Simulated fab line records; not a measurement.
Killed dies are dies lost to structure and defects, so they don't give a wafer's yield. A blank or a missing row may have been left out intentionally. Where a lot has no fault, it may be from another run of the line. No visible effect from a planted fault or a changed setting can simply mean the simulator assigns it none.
Which of the tools did it?	flow nand harc	36 wafers from 12 lots sampled at 2 of the route's 1302 steps

## WHAT THE GAUGES READ, wafer by wafer
NHARC_P_STI_CD_MEAS_09 targets a cd of 200 nm.
lot	measured	on	cd nm (nm)
L075	day 3 07:34	cd sem-01	193 194 199
L077	day 4 05:10	cd sem-01	195 202 197
L079	day 4 21:34	cd sem-02	199 197 195
L081	day 5 17:01	cd sem-02	196 198 202
L083	day 6 16:38	cd sem-01	200 202 200
L085	day 7 12:24	cd sem-01	199 206 200
L087	day 8 04:53	cd sem-03	202 206 208
L089	day 9 02:09	cd sem-03	197 194 195
L091	day 9 21:58	cd sem-02	202 198 204
L093	day 10 17:32	cd sem-01	203 201 206
L095	day 11 16:34	cd sem-03	202 201 201
L097	day 12 08:58	cd sem-01	194 196 198

## TOOL THAT RAN EACH LOT (tool first, then ch and the chambers of the sampled wafers, then the start)
lot	NHARC_P_ZERO_WELL_DESCUM_39
L075	rie diel-12 ch 0,3, day 2 10:36
L077	rie diel-04 ch 1,2,3, day 3 06:32
L079	rie diel-12 ch 1,2,3, day 4 02:32
L081	rie diel-04 ch 0,1,3, day 4 22:11
L083	rie diel-04 ch 0,2,3, day 5 18:17
L085	rie diel-12 ch 0,2,3, day 6 14:29
L087	rie diel-05 ch 1,2,3, day 7 10:16
L089	rie diel-05 ch 0,2,3, day 8 06:08
L091	rie diel-12 ch 0,1,3, day 9 02:16
L093	rie diel-12 ch 0,1,3, day 9 22:40
L095	rie diel-04 ch 2,3, day 10 18:49
L097	rie diel-04 ch 0,1,3, day 11 14:25
- NHARC_P_ZERO_WELL_DESCUM_39: chemistry O2, time 3 s.

## THE ANSWER, worked out from the rows above alone
Rule: usual is defined by the lots themselves. Put in order of their means at a reading, lots are off if they are a third of the lots or fewer, leave a main group of 4 or more, and stand apart from it by a gap of 3 or more times the standard deviation of the main group's means; of several such gaps the widest counts. If all means in a main group match to the digits the tables above print for the reading, that group is not used. A lot without any number at a reading at which 4 lots or more have one is off too. All remaining lots with rows at the step are treated as sound.
None of the lots is off at any reading shown; this tells nothing.

## WHAT THE SIMULATOR PUT IN
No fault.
